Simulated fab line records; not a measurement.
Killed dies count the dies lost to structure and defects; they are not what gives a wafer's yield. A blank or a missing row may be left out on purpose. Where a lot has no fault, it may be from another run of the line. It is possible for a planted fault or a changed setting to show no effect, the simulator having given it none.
Which tool is to blame? ; flow n5-finfet ; 12 lots with 34 wafers sampled at 3 steps, on a route of 1938 steps

== WHAT THE GAUGES SHOWED, per wafer ==
N5_HKMG_FIN_CD_MEAS_12 targets a cd of 92.8 nm.
lot;measured;on;cd-nm (nm)
L182;day 4 02:35;cd-sem-02;92.3 91.6 92.7
L184;day 4 16:50;cd-sem-03;92.4 93.4 93.0
L185;day 4 23:16;cd-sem-02;92.1 92.8 93.5
L186;day 5 05:13;cd-sem-01;93.9 93.0 92.9
L187;day 5 10:29;cd-sem-02;93.0 93.0 93.0
L189;day 5 21:26;cd-sem-03;92.9 92.4 93.1
L190;day 6 03:36;cd-sem-03;93.3 93.4
L193;day 6 23:04;cd-sem-01;92.6 94.1 92.6
L195;day 7 11:07;cd-sem-03;93.1 91.9 93.9
L196;day 7 14:38;cd-sem-02;93.4 86.3 92.4
L203;day 9 10:28;cd-sem-03;85.0 93.0
L205;day 9 22:53;cd-sem-03;93.5 93.2 92.7

== WHICH TOOL RAN EACH LOT (tool, then ch and the chambers of the sampled wafers, then the start) ==
lot;N5_HKMG_FIN_ETCH_55;N5_HKMG_FIN_PEB_10
L182;rie-diel-03 ch 0,1,3, day 3 23:13;litho-track-05 ch 0, day 4 02:31
L184;rie-diel-01 ch 0,1,2, day 4 13:38;litho-track-04 ch 0, day 4 16:46
L185;rie-diel-03 ch 0,2, day 4 20:04;litho-track-01 ch 0, day 4 23:11
L186;rie-diel-03 ch 0,2,3, day 5 02:08;litho-track-04 ch 0, day 5 05:08
L187;rie-diel-03 ch 0,2, day 5 07:24;litho-track-04 ch 0, day 5 10:26
L189;rie-diel-05 ch 0,1,3, day 5 18:21;litho-track-05 ch 0, day 5 21:22
L190;rie-diel-01 ch 0,3, day 6 00:23;litho-track-05 ch 0, day 6 03:32
L193;rie-diel-05 ch 0,2,3, day 6 19:52;litho-track-04 ch 0, day 6 23:00
L195;rie-diel-05 ch 0,2,3, day 7 08:03;litho-track-04 ch 0, day 7 11:03
L196;rie-diel-03 ch 0,2,3, day 7 11:11;litho-track-04 ch 0, day 7 14:34
L203;rie-diel-03 ch 1,3, day 9 07:12;litho-track-04 ch 0, day 9 10:25
L205;rie-diel-01 ch 0,1,3, day 9 19:28;litho-track-05 ch 0, day 9 22:49
- N5_HKMG_FIN_ETCH_55: etches SOC in N2/H2, target depth 240 nm, time 300 s.
- N5_HKMG_FIN_PEB_10: peb time 60 s.

== AS READ BY THE TOOLS THEMSELVES (means over the sampled wafers that have a number; for cases with no such wafer, the mark the record gives instead) ==
N5_HKMG_FIN_ETCH_55.
lot;tool;drypump-motor-current-A (A);h2-flow-sccm (sccm);oes-product-au (a.u.);rf-vpp-V (V);showerhead-plenum-p-Torr (Torr);throttle-valve-pct (%)
L182;rie-diel-03;6.0;200.0;0.76;522.8;2.53;17.90
L184;rie-diel-01;5.5;200.0;0.87;523.1;2.54;17.75
L185;rie-diel-03;5.6;199.7;0.78;521.2;2.44;17.75
L186;rie-diel-03;5.7;200.3;0.83;523.9;2.53;17.77
L187;rie-diel-03;5.8;200.1;0.86;522.3;2.46;17.69
L189;rie-diel-05;5.5;199.8;0.78;524.7;2.58;17.81
L190;rie-diel-01;5.2;199.6;0.87;522.2;2.48;17.58
L193;rie-diel-05;5.8;199.8;0.75;525.6;2.62;17.80
L195;rie-diel-05;5.7;199.8;0.74;526.2;2.62;17.81
L196;rie-diel-03;5.7;200.5;0.81;522.6;2.52;17.80
L203;rie-diel-03;6.2;200.4;0.88;524.8;2.58;17.80
L205;rie-diel-01;5.3;199.7;0.85;522.7;2.51;17.61

== THE ANSWER, worked out from the rows above alone ==
Rule: the usual values come from the lots themselves. The widest of any qualifying gaps counts: lots, ordered by their means at a reading, are off when they make up no more than a third of the lots, leave a main group of 4 or more, and stand apart from it by 3 or more times the standard deviation of that group's means. If all means in a main group match to the digits the tables above print for the reading, that group is not used. A lot without any number at a reading at which 4 lots or more have one is off too. Any other lot the step has rows for is counted as sound. First the gauges in route order, then the tools' own readings, where a lot's mean is used as printed above. The first step at which some lot is off is used, and at that step the reading that is off furthest; a lot without a number counts as furthest.
Off: L196, L203, at N5_HKMG_FIN_CD_MEAS_12 (cd-nm). Mean 93.0 nm and standard deviation 0.3 in the main group.
A tool fits if, at a process step before that reading, it ran every lot that is off, and no sound lot after the first of them. The gauges at N5_HKMG_FIN_CD_MEAS_12 are tried like those tools. Undecided on this evidence; 2 tools fit (rie-diel-03 at N5_HKMG_FIN_ETCH_55, litho-track-04 at N5_HKMG_FIN_PEB_10).

== WHAT THE SIMULATOR HAD PUT IN ==
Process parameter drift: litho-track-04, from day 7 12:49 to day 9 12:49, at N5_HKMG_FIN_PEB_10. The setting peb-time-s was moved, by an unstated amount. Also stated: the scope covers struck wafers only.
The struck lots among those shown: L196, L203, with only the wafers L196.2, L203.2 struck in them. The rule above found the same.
